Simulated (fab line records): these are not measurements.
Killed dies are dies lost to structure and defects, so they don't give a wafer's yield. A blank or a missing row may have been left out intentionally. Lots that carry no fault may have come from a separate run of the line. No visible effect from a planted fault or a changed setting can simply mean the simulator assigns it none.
Chamber matching ; flow n5Finfet ; aldMetal-03 running N5_BEOL_M6_ALD_77: 4 sister chambers
The step deposits TaN, target thk 2 nm, pulse time 2 s, purge time 3 s. 4 wafers are shown with their chamber, then 8 later ones without.

WAFERS PAIRED WITH THEIR CHAMBERS
wafer;chamber;heaterPowerW (W)
L091.6;0;449
L093.3;1;404
L093.4;3;404
L095.2;2;425

WAFERS MISSING THEIR CHAMBER
wafer;heaterPowerW (W)
L095.3;440
L095.4;401
L096.2;442
L096.4;400
L096.6;404
L097.3;421
L097.5;449
L097.6;401

WHICH CHAMBER EACH ONE RAN IN
wafer;from the rows above;in truth
L095.3;can't be placed: 0 or 2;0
L095.4;can't be placed: 1 or 3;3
L096.2;0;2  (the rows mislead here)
L096.4;can't be placed: 1 or 3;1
L096.6;can't be placed: 1 or 3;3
L097.3;2;2
L097.5;0;0
L097.6;can't be placed: 1 or 3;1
Correct placement for 2 of the 8. These rows do not allow placing 5 (true chamber among the candidates in 5). Number placed wrongly: 1.
How it was worked out, from the rows above alone: a wafer's distance from a chamber is the root of the sum, over the readings, of the square of ((its reading less the chamber's mean) divided by the reading's scatter). If the next closest chamber is less than 2 further off than the closest, the wafer can't be placed; otherwise it belongs to the closest. For every chamber, the mean is computed from those of its wafers that are shown. The scatter (one wafer shown for each chamber): square how far every hidden wafer sits from the nearest shown wafer, average those squares and take the square root.
